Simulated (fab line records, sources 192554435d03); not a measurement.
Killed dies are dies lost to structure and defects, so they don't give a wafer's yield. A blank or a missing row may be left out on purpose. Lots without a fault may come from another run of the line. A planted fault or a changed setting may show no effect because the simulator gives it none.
Chamber matching | flow n5_finfet | N5_BEOL_M11_ALD_74 on ald_metal-02: 4 sister chambers
The step deposits TaN, target thk 2 nm, pulse time 2 s, purge time 3 s. 8 wafers are shown with their chamber, then 11 later ones without.

WAFERS WITH THEIR CHAMBER
wafer  | chamber | heater_power_w (W)
L084.2 | 3       | 355
L086.5 | 0       | 458
L089.1 | 2       | 368
L089.6 | 2       | 360
L090.3 | 3       | 355
L090.4 | 0       | 465
L090.6 | 1       | 450
L091.1 | 1       | 474

WAFERS WITHOUT THEIR CHAMBER
wafer  | heater_power_w (W)
L091.5 | 457
L091.6 | 368
L093.1 | 458
L093.4 | 356
L093.6 | 463
L096.1 | 461
L096.4 | 357
L096.5 | 455
L097.1 | 465
L097.5 | 367
L097.6 | 354

WHICH CHAMBER EACH WENT THROUGH
wafer  | from the rows above     | in truth
L091.5 | can't be placed: 0 or 1 | 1
L091.6 | can't be placed: 2 or 3 | 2
L093.1 | can't be placed: 0 or 1 | 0
L093.4 | can't be placed: 3 or 2 | 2
L093.6 | can't be placed: 1 or 0 | 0
L096.1 | can't be placed: 0 or 1 | 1
L096.4 | can't be placed: 3 or 2 | 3
L096.5 | can't be placed: 0 or 1 | 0
L097.1 | can't be placed: 1 or 0 | 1
L097.5 | can't be placed: 2 or 3 | 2
L097.6 | can't be placed: 3 or 2 | 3
Placed correctly: 0 of 11. Can't be placed from these rows: 11 (the true chamber is among the candidates in 11). Placed wrongly: 0.
How it was worked out, from the rows above alone: a wafer's distance from a chamber is the root of the sum, over the readings, of the square of ((its reading less the chamber's mean) divided by the reading's scatter). The wafer belongs to the nearest chamber; if the next one is less than 2 further off, it can't be placed. A chamber's mean is the mean of its shown wafers. The scatter: the root of (the sum of the squares of (reading less its chamber's mean) over the shown wafers, divided by (wafers less chambers)).
